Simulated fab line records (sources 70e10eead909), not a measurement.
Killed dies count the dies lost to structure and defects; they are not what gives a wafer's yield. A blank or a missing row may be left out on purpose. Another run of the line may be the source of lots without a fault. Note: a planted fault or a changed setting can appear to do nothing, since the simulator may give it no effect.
What tool caused it? :: flow nand_harc :: route of 1302 steps, sampled at 1 step: 6 lots, 18 wafers

WHAT EACH GAUGE READ, for each wafer
NHARC_P_ZERO_WELL_CD_MEAS_11: target cd 500 nm.
lot: L673
measured: day 2 07:14
on: cd_sem-01
cd_nm (nm): 496.2 496.7 499.0

lot: L680
measured: day 5 05:14
on: cd_sem-02
cd_nm (nm): 497.6 500.9 497.6

lot: L689
measured: day 8 23:15
on: cd_sem-02
cd_nm (nm): 501.5 500.8 504.0

lot: L691
measured: day 9 19:14
on: cd_sem-02
cd_nm (nm): 496.6 496.8 495.6

lot: L693
measured: day 10 15:14
on: cd_sem-01
cd_nm (nm): 499.2 499.0 500.7

lot: L695
measured: day 11 11:14
on: cd_sem-03
cd_nm (nm): 499.8 498.4 500.4

WHICH TOOL RAN EACH LOT (tool, then ch and the chambers of the sampled wafers, then the start)
The record holds no process step before these readings.

THE ANSWER, worked out from the rows above alone
Rule: the usual values come from the lots themselves. Put in order of their means at a reading, lots are off if they are a third of the lots or fewer, leave a main group of 4 or more, and stand apart from it by a gap of 3 or more times the standard deviation of the main group's means; of several such gaps the widest counts. If all means in a main group match to the digits the tables above print for the reading, that group is not used. A lot without any number at a reading at which 4 lots or more have one is off too. The other lots that the step has rows for count as sound.
Nothing can be told from this: no lot is off at any reading shown.

WHAT THE SIMULATOR HAD PUT IN
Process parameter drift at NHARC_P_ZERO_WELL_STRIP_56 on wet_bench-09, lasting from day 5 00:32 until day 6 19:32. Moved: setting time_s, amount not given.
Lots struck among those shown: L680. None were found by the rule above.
